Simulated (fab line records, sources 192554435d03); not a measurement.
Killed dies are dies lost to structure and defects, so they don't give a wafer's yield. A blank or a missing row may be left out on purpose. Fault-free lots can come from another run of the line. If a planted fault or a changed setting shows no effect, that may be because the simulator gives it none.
Code-filled problem report in 8D (eight disciplines) form -- flow n5_finfet -- the parts of the form that need people (team, actions taken, sign-off) are left out

1. THE PROBLEM
N5_BEOL_M3_CVD_47, run_length_s: mean 244.1 s on 2 wafers (1 lot); fault-free wafers 246.6 s, standard deviation 0.62. Relative to the usual mean, that is a shift of -4.1 standard deviations.
The step: deposits Co from CCTBA/H2, target thk 3 nm, time 223.8 s.
Earliest sighting: wafer L582.2 on cvd_co-01 at day 10 05:38. At this step, 33 wafers from 12 lots have a number in the record. Rule for "out" (also "out of limits"): further than 4 standard deviations from the usual mean. All remaining wafers that have a number are taken as sound.

2. WHAT IT IS, WHAT IT ISN'T
question,is,is not
which readings at this step,run_length_s,-
which lots,L582,"L573, L574, L575, L577, L578, L579, L580, L583, L585, L595, L596"
which wafers of those lots,"L582.2, L582.6",L582.1
read on which tools,cvd_co-01,cvd_co-02
when,from day 10 05:38,"up to then (22 sound wafers); but 9 sound wafers of L583, L585, L595, L596 came after"

3. THE SUSPECTS, EACH WITH WHAT RULES IT OUT
Counting: any tool at a process step up to the reading remains a suspect provided it ran every lot that is out. Sound lots after the first of them don't rule it out here, since some wafers of a struck lot are sound.
- pvd_sputter-03 at N5_BEOL_M3_SURFACE_TREAT_85: kept. L582, the lot that is out, went through it at day 10 05:32; up to then, the latest sound lot through it was L580 at day 10 00:13.
- cvd_co-01 at N5_BEOL_M3_CVD_47 (deposits Co from CCTBA/H2, target thk 3 nm, time 223.8 s): kept. L582, the lot that is out, went through it at day 10 05:38; up to then, the latest sound lot through it was L580 at day 10 00:30. Its own readings are out on those wafers: run_length_s.
- Within cvd_co-01 at N5_BEOL_M3_CVD_47: the wafers that are out ran in chamber 1; their sound lot-mates ran in chamber 2.
What counting leaves: pvd_sputter-03 at N5_BEOL_M3_SURFACE_TREAT_85 and cvd_co-01 at N5_BEOL_M3_CVD_47.

4. THE CAUSE (what the simulator had put in)
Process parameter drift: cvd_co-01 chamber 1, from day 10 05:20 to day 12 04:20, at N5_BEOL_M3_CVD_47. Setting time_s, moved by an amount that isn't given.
2 suspects survive the count, and this tool is in that group.

5. THE EFFECT CHAIN, in route order
One row per reading whose mean, taken over the struck wafers that have a number, lies over 3 standard deviations from the usual. Readings are gone through only where the record gives a usual standard deviation; hours: the median, over the lots, of the time from a lot's start at the first step in this table giving one to that lot's start at this step; sigmas: the change measured in usual standard deviations.
hours,step,reading,usual,on struck wafers,change,sigmas
0,N5_BEOL_M3_CVD_47,run_length_s,246.6 s,244.1,-2.5,-4.1
It contains these process steps:
- N5_BEOL_M3_CVD_47: deposits Co from CCTBA/H2, target thk 3 nm, time 223.8 s.
Later steps that measure or inspect, where all struck wafers having a row at the step show a number for every such reading and not one has moved that far: N5_BEOL_M4_RC_MEAS_101.

6. WHAT WOULD HAVE CAUGHT IT SOONER
First out-of-limits reading in this record: day 10 05:38, which is 0 hours after fault onset at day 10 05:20.
